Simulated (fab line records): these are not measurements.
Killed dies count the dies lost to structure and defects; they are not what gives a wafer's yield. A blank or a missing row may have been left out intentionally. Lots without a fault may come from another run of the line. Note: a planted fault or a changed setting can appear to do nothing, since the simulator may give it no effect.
Chamber matching | flow nand_harc | NHARC_THIN_TSV_DEP_43 on pecvd-03 has 3 sister chambers
The step deposits SiO2, target thk 1328.5 nm. 3 wafers are shown with their chamber, then 9 later ones without.

## EACH WAFER AND ITS CHAMBER
wafer  | chamber | showerhead_vpp_V (V)
L767.5 | 1       | 1788
L767.6 | 2       | 1736
L769.2 | 0       | 1882

## WAFERS WITHOUT THEIR CHAMBER
wafer  | showerhead_vpp_V (V)
L769.5 | 1750
L769.6 | 1881
L770.2 | 1867
L770.5 | 1861
L770.6 | 1703
L772.1 | 1818
L772.2 | 1874
L772.5 | 1888
L775.6 | 1775

## WHICH CHAMBER EACH WENT THROUGH
wafer  | from the rows above     | in truth
L769.5 | can't be placed: 2 or 1 | 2
L769.6 | 0                       | 0
L770.2 | 0                       | 0
L770.5 | 0                       | 0
L770.6 | 2                       | 2
L772.1 | can't be placed: 1 or 0 | 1
L772.2 | 0                       | 0
L772.5 | 0                       | 0
L775.6 | can't be placed: 1 or 2 | 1
Correct placement for 6 of the 9. Unplaceable from these rows: 3, with the true chamber sitting among the candidates in 3. Wrongly placed: 0.
How it was worked out, from the rows above alone: a wafer's distance from a chamber is the root of the sum, over the readings, of the square of ((its reading less the chamber's mean) divided by the reading's scatter). If the next closest chamber is less than 2 further off than the closest, the wafer can't be placed; otherwise it belongs to the closest. Each chamber's mean is taken over the wafers shown for it. The scatter: with one shown wafer a chamber, the root of the mean of the squares of how far each hidden wafer lies from its nearest shown one.
